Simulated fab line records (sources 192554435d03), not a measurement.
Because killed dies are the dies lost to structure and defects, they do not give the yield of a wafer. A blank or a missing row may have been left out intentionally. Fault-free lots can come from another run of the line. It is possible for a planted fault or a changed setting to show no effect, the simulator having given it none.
Matching of chambers | flow n5 finfet | N5_GATE_CUT_SAC_CAP_01 on ald sin-01: 3 sister chambers
The step material SiNx, target thk 24 nm, pulse time 1 s, ald cycles 480. 14 wafers are shown with their chamber, then 4 later ones without.

## WAFERS, EACH WITH ITS CHAMBER
wafer  | chamber | heater power w (W) | precursor pulse height rel
L077.2 | 1       | 900                | 0.987
L077.3 | 2       | 972                | 1.003
L077.4 | 0       | 1007               | 1.002
L079.1 | 0       | 1025               | 0.970
L079.4 | 2       | 988                | 1.019
L079.6 | 2       | 957                | 0.983
L084.1 | 0       | 1021               | 1.019
L084.2 | 2       | 942                | 0.977
L084.5 | 2       | 947                | 1.031
L085.4 | 1       | 900                | 1.001
L085.5 | 0       | 1021               | 0.976
L085.6 | 1       | 893                | 1.027
L091.3 | 2       | 958                | 1.025
L091.4 | 0       | 990                | 1.014

SIGNATURES (averages over the wafers above)
reading                    | chamber 0 | chamber 1 | chamber 2 | scatter within a chamber
heater power w             | 1012.80   | 897.67    | 960.67    | 14.5
precursor pulse height rel | 0.99620   | 1.00500   | 1.00633   | 0.022
Rule: for a wafer and a chamber, the distance is found by dividing, reading by reading, the gap between the wafer's reading and the chamber's mean by the reading's scatter, squaring, summing and taking the root. If the next closest chamber is less than 2 further off than the closest, the wafer can't be placed; otherwise it belongs to the closest. The scatter is the square root of a quotient: the sum, over the shown wafers, of each reading's squared deviation from its chamber's mean, divided by wafers minus chambers.

## WAFERS MISSING THEIR CHAMBER
wafer  | heater power w (W) | precursor pulse height rel
L091.6 | 961                | 1.003
L094.1 | 885                | 1.025
L094.2 | 967                | 1.016
L096.2 | 882                | 0.984

## THE CHAMBER EACH PASSED THROUGH
wafer  | from the rows above | in truth
L091.6 | 2                   | 2
L094.1 | 1                   | 1
L094.2 | 2                   | 2
L096.2 | 1                   | 1
4 of 4 placed correctly. Can't be placed from these rows: 0. 0 placed wrongly.
